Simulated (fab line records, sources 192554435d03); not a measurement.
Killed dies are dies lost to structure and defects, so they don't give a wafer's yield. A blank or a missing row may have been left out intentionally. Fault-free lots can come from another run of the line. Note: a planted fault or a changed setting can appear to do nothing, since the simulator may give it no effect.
Chamber matching / flow n5-finfet / rie-si-03 running N5_PMOS_HMC_CHANNEL_EPI_ETCH_38: 4 sister chambers
The step etches SiO2 in CF4, target depth 1.5 nm. 18 wafers are shown with their chamber, then 9 later ones without.

## WAFERS WITH THEIR CHAMBER
wafer=L074.2; chamber=3; drypump-motor-current-A (A)=6.3; throttle-valve-pct (%)=21.98; oes-product-au (a.u.)=0.974
wafer=L074.3; chamber=0; drypump-motor-current-A (A)=6.4; throttle-valve-pct (%)=22.03; oes-product-au (a.u.)=1.004
wafer=L074.6; chamber=0; drypump-motor-current-A (A)=6.4; throttle-valve-pct (%)=22.05; oes-product-au (a.u.)=1.007
wafer=L080.3; chamber=0; drypump-motor-current-A (A)=6.5; throttle-valve-pct (%)=22.07; oes-product-au (a.u.)=1.005
wafer=L080.4; chamber=2; drypump-motor-current-A (A)=6.1; throttle-valve-pct (%)=21.75; oes-product-au (a.u.)=0.977
wafer=L080.5; chamber=1; drypump-motor-current-A (A)=5.2; throttle-valve-pct (%)=21.48; oes-product-au (a.u.)=1.007
wafer=L081.2; chamber=1; drypump-motor-current-A (A)=5.2; throttle-valve-pct (%)=21.49; oes-product-au (a.u.)=1.003
wafer=L081.4; chamber=3; drypump-motor-current-A (A)=6.3; throttle-valve-pct (%)=21.97; oes-product-au (a.u.)=0.983
wafer=L081.5; chamber=0; drypump-motor-current-A (A)=6.4; throttle-valve-pct (%)=22.05; oes-product-au (a.u.)=1.003
wafer=L084.2; chamber=3; drypump-motor-current-A (A)=6.3; throttle-valve-pct (%)=21.96; oes-product-au (a.u.)=0.980
wafer=L084.4; chamber=2; drypump-motor-current-A (A)=6.1; throttle-valve-pct (%)=21.75; oes-product-au (a.u.)=0.974
wafer=L084.6; chamber=1; drypump-motor-current-A (A)=5.2; throttle-valve-pct (%)=21.48; oes-product-au (a.u.)=1.007
wafer=L086.3; chamber=3; drypump-motor-current-A (A)=6.3; throttle-valve-pct (%)=21.97; oes-product-au (a.u.)=0.978
wafer=L086.4; chamber=0; drypump-motor-current-A (A)=6.4; throttle-valve-pct (%)=22.06; oes-product-au (a.u.)=1.005
wafer=L086.6; chamber=2; drypump-motor-current-A (A)=6.1; throttle-valve-pct (%)=21.75; oes-product-au (a.u.)=0.985
wafer=L087.1; chamber=3; drypump-motor-current-A (A)=6.3; throttle-valve-pct (%)=21.98; oes-product-au (a.u.)=0.983
wafer=L087.2; chamber=1; drypump-motor-current-A (A)=5.2; throttle-valve-pct (%)=21.50; oes-product-au (a.u.)=1.008
wafer=L087.3; chamber=0; drypump-motor-current-A (A)=6.4; throttle-valve-pct (%)=22.05; oes-product-au (a.u.)=0.999

SIGNATURES (averages over the wafers above)
reading=drypump-motor-current-A; chamber 0=6.417; chamber 1=5.200; chamber 2=6.100; chamber 3=6.300; scatter within a chamber=0.0244
reading=throttle-valve-pct; chamber 0=22.0517; chamber 1=21.4875; chamber 2=21.7500; chamber 3=21.9720; scatter within a chamber=0.0101
reading=oes-product-au; chamber 0=1.00383; chamber 1=1.00625; chamber 2=0.97867; chamber 3=0.97960; scatter within a chamber=0.00352
Rule: a wafer's distance from a chamber is the root of the sum, over the readings, of the square of ((its reading less the chamber's mean) divided by the reading's scatter). The wafer belongs to the nearest chamber; if the next one is less than 2 further off, it can't be placed. The scatter: take each reading less its chamber's mean, square it, sum over the shown wafers, divide by the number of wafers less the number of chambers, and take the root.

## WAFERS WITH NO CHAMBER GIVEN
wafer=L093.1; drypump-motor-current-A (A)=6.4; throttle-valve-pct (%)=22.06; oes-product-au (a.u.)=1.011
wafer=L093.5; drypump-motor-current-A (A)=5.1; throttle-valve-pct (%)=21.49; oes-product-au (a.u.)=1.009
wafer=L093.6; drypump-motor-current-A (A)=6.4; throttle-valve-pct (%)=22.05; oes-product-au (a.u.)=1.014
wafer=L095.2; drypump-motor-current-A (A)=5.2; throttle-valve-pct (%)=21.50; oes-product-au (a.u.)=1.011
wafer=L095.3; drypump-motor-current-A (A)=6.1; throttle-valve-pct (%)=21.76; oes-product-au (a.u.)=0.984
wafer=L095.4; drypump-motor-current-A (A)=6.3; throttle-valve-pct (%)=21.96; oes-product-au (a.u.)=0.985
wafer=L097.1; drypump-motor-current-A (A)=6.1; throttle-valve-pct (%)=21.77; oes-product-au (a.u.)=0.998
wafer=L097.2; drypump-motor-current-A (A)=6.4; throttle-valve-pct (%)=22.05; oes-product-au (a.u.)=1.004
wafer=L097.3; drypump-motor-current-A (A)=5.1; throttle-valve-pct (%)=21.47; oes-product-au (a.u.)=1.011

## WHICH CHAMBER EACH WENT THROUGH
wafer=L093.1; from the rows above=0; in truth=0
wafer=L093.5; from the rows above=1; in truth=1
wafer=L093.6; from the rows above=0; in truth=0
wafer=L095.2; from the rows above=1; in truth=1
wafer=L095.3; from the rows above=2; in truth=2
wafer=L095.4; from the rows above=3; in truth=3
wafer=L097.1; from the rows above=2; in truth=2
wafer=L097.2; from the rows above=0; in truth=0
wafer=L097.3; from the rows above=1; in truth=1
Placed correctly: 9 of 9. Left unplaced by these rows: 0. 0 placed wrongly.
